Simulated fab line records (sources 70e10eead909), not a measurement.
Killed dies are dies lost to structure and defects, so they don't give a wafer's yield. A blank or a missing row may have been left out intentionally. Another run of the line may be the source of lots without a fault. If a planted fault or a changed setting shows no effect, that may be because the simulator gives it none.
Matching of chambers :: flow nand harc :: cmp-04 running NHARC_P_M2_CMP_23: 4 sister chambers
The step polishes, t overpolish 20 s, target thk 144.3 nm. 4 wafers are shown with their chamber, then 7 later ones without.

## WAFERS PAIRED WITH THEIR CHAMBERS
wafer: L473.1
chamber: 1
motor current A (A): 15.2

wafer: L479.4
chamber: 3
motor current A (A): 13.0

wafer: L482.3
chamber: 2
motor current A (A): 12.6

wafer: L482.5
chamber: 0
motor current A (A): 9.8

## WAFERS WITHOUT THEIR CHAMBER
wafer: L482.6
motor current A (A): 16.2

wafer: L483.1
motor current A (A): 10.0

wafer: L483.2
motor current A (A): 12.5

wafer: L483.3
motor current A (A): 12.6

wafer: L491.3
motor current A (A): 13.1

wafer: L491.4
motor current A (A): 12.0

wafer: L491.6
motor current A (A): 16.5

## CHAMBER TAKEN BY EACH
wafer: L482.6
from the rows above: 1
in truth: 1

wafer: L483.1
from the rows above: 0
in truth: 0

wafer: L483.2
from the rows above: can't be placed: 2 or 3
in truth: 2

wafer: L483.3
from the rows above: can't be placed: 2 or 3
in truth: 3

wafer: L491.3
from the rows above: can't be placed: 3 or 2
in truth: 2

wafer: L491.4
from the rows above: can't be placed: 2 or 3
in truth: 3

wafer: L491.6
from the rows above: 1
in truth: 1
Correct placement for 3 of the 7. Unplaceable from these rows: 4, with the true chamber sitting among the candidates in 4. 0 placed wrongly.
How it was worked out, from the rows above alone: a wafer's distance from a chamber is the root of the sum, over the readings, of the square of ((its reading less the chamber's mean) divided by the reading's scatter). The wafer belongs to the nearest chamber; if the next one is less than 2 further off, it can't be placed. The mean given for a chamber averages the wafers shown for that chamber. The scatter (one wafer shown for each chamber): square how far every hidden wafer sits from the nearest shown wafer, average those squares and take the square root.
